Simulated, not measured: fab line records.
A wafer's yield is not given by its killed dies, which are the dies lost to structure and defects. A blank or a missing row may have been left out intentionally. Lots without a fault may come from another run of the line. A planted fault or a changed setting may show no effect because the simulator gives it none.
Chamber matching || flow n5_finfet || N5_BEOL_M10_ETCH_62 on rie_diel-01: 4 sister chambers
The step etches SOC in N2/H2, target depth 110 nm, overetch 22 nm, time 165 s. 16 wafers are shown with their chamber, then 8 later ones without.

WAFERS WITH THEIR CHAMBER
{"wafer": "L074.1", "chamber": 1, "drypump_motor_current_A (A)": 5.7, "throttle_valve_pct (%)": 18.00, "showerhead_plenum_p_Torr (Torr)": 2.50}
{"wafer": "L074.2", "chamber": 2, "drypump_motor_current_A (A)": 5.7, "throttle_valve_pct (%)": 17.74, "showerhead_plenum_p_Torr (Torr)": 2.49}
{"wafer": "L074.5", "chamber": 1, "drypump_motor_current_A (A)": 5.8, "throttle_valve_pct (%)": 18.02, "showerhead_plenum_p_Torr (Torr)": 2.50}
{"wafer": "L079.2", "chamber": 3, "drypump_motor_current_A (A)": 4.8, "throttle_valve_pct (%)": 18.14, "showerhead_plenum_p_Torr (Torr)": 2.51}
{"wafer": "L079.4", "chamber": 3, "drypump_motor_current_A (A)": 4.8, "throttle_valve_pct (%)": 18.14, "showerhead_plenum_p_Torr (Torr)": 2.51}
{"wafer": "L079.6", "chamber": 2, "drypump_motor_current_A (A)": 5.7, "throttle_valve_pct (%)": 17.79, "showerhead_plenum_p_Torr (Torr)": 2.49}
{"wafer": "L081.3", "chamber": 1, "drypump_motor_current_A (A)": 5.8, "throttle_valve_pct (%)": 17.57, "showerhead_plenum_p_Torr (Torr)": 2.50}
{"wafer": "L081.5", "chamber": 0, "drypump_motor_current_A (A)": 6.5, "throttle_valve_pct (%)": 17.45, "showerhead_plenum_p_Torr (Torr)": 2.48}
{"wafer": "L081.6", "chamber": 1, "drypump_motor_current_A (A)": 5.7, "throttle_valve_pct (%)": 17.59, "showerhead_plenum_p_Torr (Torr)": 2.50}
{"wafer": "L082.1", "chamber": 0, "drypump_motor_current_A (A)": 6.5, "throttle_valve_pct (%)": 17.46, "showerhead_plenum_p_Torr (Torr)": 2.48}
{"wafer": "L082.3", "chamber": 3, "drypump_motor_current_A (A)": 4.8, "throttle_valve_pct (%)": 18.16, "showerhead_plenum_p_Torr (Torr)": 2.51}
{"wafer": "L082.5", "chamber": 2, "drypump_motor_current_A (A)": 5.7, "throttle_valve_pct (%)": 17.79, "showerhead_plenum_p_Torr (Torr)": 2.48}
{"wafer": "L092.3", "chamber": 0, "drypump_motor_current_A (A)": 6.5, "throttle_valve_pct (%)": 17.50, "showerhead_plenum_p_Torr (Torr)": 2.47}
{"wafer": "L092.4", "chamber": 2, "drypump_motor_current_A (A)": 5.7, "throttle_valve_pct (%)": 17.84, "showerhead_plenum_p_Torr (Torr)": 2.47}
{"wafer": "L092.6", "chamber": 1, "drypump_motor_current_A (A)": 5.7, "throttle_valve_pct (%)": 17.63, "showerhead_plenum_p_Torr (Torr)": 2.48}
{"wafer": "L093.1", "chamber": 2, "drypump_motor_current_A (A)": 5.7, "throttle_valve_pct (%)": 17.86, "showerhead_plenum_p_Torr (Torr)": 2.47}

SIGNATURES (averages over the wafers above)
{"reading": "drypump_motor_current_A", "chamber 0": 6.500, "chamber 1": 5.740, "chamber 2": 5.700, "chamber 3": 4.800, "scatter within a chamber": 0.0316}
{"reading": "throttle_valve_pct", "chamber 0": 17.4700, "chamber 1": 17.7620, "chamber 2": 17.8040, "chamber 3": 18.1467, "scatter within a chamber": 0.135}
{"reading": "showerhead_plenum_p_Torr", "chamber 0": 2.4767, "chamber 1": 2.4960, "chamber 2": 2.4800, "chamber 3": 2.5100, "scatter within a chamber": 0.0081}
Rule: a wafer lies at a distance from a chamber equal to the root of the sum of squares, over the readings, of (its reading less the chamber's mean, divided by the reading's scatter). The wafer belongs to the nearest chamber; if the next one is less than 2 further off, it can't be placed. How the scatter is found: for the shown wafers, subtract from each reading the mean of its chamber, square and add these, divide the total by (wafers less chambers), then take the root.

WAFERS MISSING THEIR CHAMBER
{"wafer": "L093.3", "drypump_motor_current_A (A)": 6.5, "throttle_valve_pct (%)": 17.51, "showerhead_plenum_p_Torr (Torr)": 2.46}
{"wafer": "L093.4", "drypump_motor_current_A (A)": 5.7, "throttle_valve_pct (%)": 17.63, "showerhead_plenum_p_Torr (Torr)": 2.48}
{"wafer": "L094.1", "drypump_motor_current_A (A)": 6.5, "throttle_valve_pct (%)": 17.50, "showerhead_plenum_p_Torr (Torr)": 2.46}
{"wafer": "L094.5", "drypump_motor_current_A (A)": 6.5, "throttle_valve_pct (%)": 17.53, "showerhead_plenum_p_Torr (Torr)": 2.46}
{"wafer": "L094.6", "drypump_motor_current_A (A)": 5.7, "throttle_valve_pct (%)": 17.85, "showerhead_plenum_p_Torr (Torr)": 2.47}
{"wafer": "L096.1", "drypump_motor_current_A (A)": 6.6, "throttle_valve_pct (%)": 17.50, "showerhead_plenum_p_Torr (Torr)": 2.46}
{"wafer": "L096.2", "drypump_motor_current_A (A)": 4.8, "throttle_valve_pct (%)": 17.77, "showerhead_plenum_p_Torr (Torr)": 2.50}
{"wafer": "L096.3", "drypump_motor_current_A (A)": 5.7, "throttle_valve_pct (%)": 17.88, "showerhead_plenum_p_Torr (Torr)": 2.47}

WHICH CHAMBER EACH ONE RAN IN
{"wafer": "L093.3", "from the rows above": 0, "in truth": 0}
{"wafer": "L093.4", "from the rows above": "can't be placed: 2 or 1", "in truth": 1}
{"wafer": "L094.1", "from the rows above": 0, "in truth": 0}
{"wafer": "L094.5", "from the rows above": 0, "in truth": 0}
{"wafer": "L094.6", "from the rows above": 2, "in truth": 2}
{"wafer": "L096.1", "from the rows above": 0, "in truth": 0}
{"wafer": "L096.2", "from the rows above": 3, "in truth": 3}
{"wafer": "L096.3", "from the rows above": 2, "in truth": 2}
Correctly placed: 7 of 8. Can't be placed from these rows: 1 (the true chamber is among the candidates in 1). Wrongly placed: 0.
